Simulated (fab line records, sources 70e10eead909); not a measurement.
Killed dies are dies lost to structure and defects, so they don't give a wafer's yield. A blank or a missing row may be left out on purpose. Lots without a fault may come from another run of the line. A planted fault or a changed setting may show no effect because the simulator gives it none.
Chamber matching | flow nand_harc | NHARC_HYBRID_BOND_ACTIVATE_00 on rie_diel-10: 4 sister chambers
The step chemistry N2, time 60 s. 20 wafers are shown with their chamber, then 10 later ones without.

WAFERS WITH THEIR CHAMBER
wafer  | chamber | showerhead_plenum_p_Torr (Torr) | drypump_motor_current_A (A) | oes_product_au (a.u.)
L313.1 | 2       | 1.78                            | 5.6                         | 1.012
L313.2 | 3       | 1.82                            | 6.1                         | 1.000
L313.5 | 0       | 1.71                            | 5.6                         | 0.981
L311.3 | 3       | 1.82                            | 6.2                         | 0.984
L311.4 | 2       | 1.78                            | 5.6                         | 0.993
L311.5 | 3       | 1.82                            | 6.1                         | 0.995
L314.2 | 3       | 1.82                            | 6.1                         | 1.002
L314.4 | 2       | 1.78                            | 5.6                         | 1.005
L314.6 | 2       | 1.78                            | 5.6                         | 0.998
L317.1 | 0       | 1.71                            | 5.5                         | 0.987
L317.2 | 1       | 1.80                            | 5.6                         | 0.996
L317.4 | 3       | 1.82                            | 6.2                         | 0.986
L321.1 | 2       | 1.77                            | 5.6                         | 0.996
L321.3 | 3       | 1.82                            | 6.1                         | 1.003
L321.5 | 1       | 1.80                            | 5.6                         | 1.013
L319.1 | 2       | 1.78                            | 5.6                         | 1.000
L319.5 | 3       | 1.82                            | 6.2                         | 1.003
L319.6 | 2       | 1.78                            | 5.6                         | 0.986
L320.1 | 3       | 1.82                            | 6.1                         | 1.006
L320.3 | 2       | 1.78                            | 5.6                         | 1.014

SIGNATURES (means of the wafers above)
reading                  | chamber 0 | chamber 1 | chamber 2 | chamber 3 | scatter within a chamber
showerhead_plenum_p_Torr | 1.7100    | 1.8000    | 1.7788    | 1.8200    | 0.00234
drypump_motor_current_A  | 5.550     | 5.600     | 5.600     | 6.138     | 0.0385
oes_product_au           | 0.98400   | 1.00450   | 1.00050   | 0.99738   | 0.00891
Rule: a wafer's distance from a chamber is the root of the sum, over the readings, of the square of ((its reading less the chamber's mean) divided by the reading's scatter). The wafer belongs to the nearest chamber; if the next one is less than 2 further off, it can't be placed. The scatter: the root of (the sum of the squares of (reading less its chamber's mean) over the shown wafers, divided by (wafers less chambers)).

WAFERS WITHOUT THEIR CHAMBER
wafer  | showerhead_plenum_p_Torr (Torr) | drypump_motor_current_A (A) | oes_product_au (a.u.)
L320.4 | 1.71                            | 5.6                         | 1.002
L322.3 | 1.79                            | 5.6                         | 1.008
L322.4 | 1.71                            | 5.5                         | 0.984
L322.5 | 1.77                            | 5.6                         | 0.996
L323.1 | 1.71                            | 5.6                         | 0.987
L323.5 | 1.79                            | 5.6                         | 0.999
L323.6 | 1.77                            | 5.6                         | 1.006
L325.1 | 1.82                            | 6.2                         | 1.002
L325.4 | 1.79                            | 5.6                         | 0.994
L325.6 | 1.71                            | 5.6                         | 0.974

WHICH CHAMBER EACH WENT THROUGH
wafer  | from the rows above     | in truth
L320.4 | 0                       | 0
L322.3 | can't be placed: 1 or 2 | 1
L322.4 | 0                       | 0
L322.5 | 2                       | 2
L323.1 | 0                       | 0
L323.5 | can't be placed: 1 or 2 | 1
L323.6 | 2                       | 2
L325.1 | 3                       | 3
L325.4 | can't be placed: 1 or 2 | 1
L325.6 | 0                       | 0
Placed correctly: 7 of 10. Can't be placed from these rows: 3 (the true chamber is among the candidates in 3). Placed wrongly: 0.
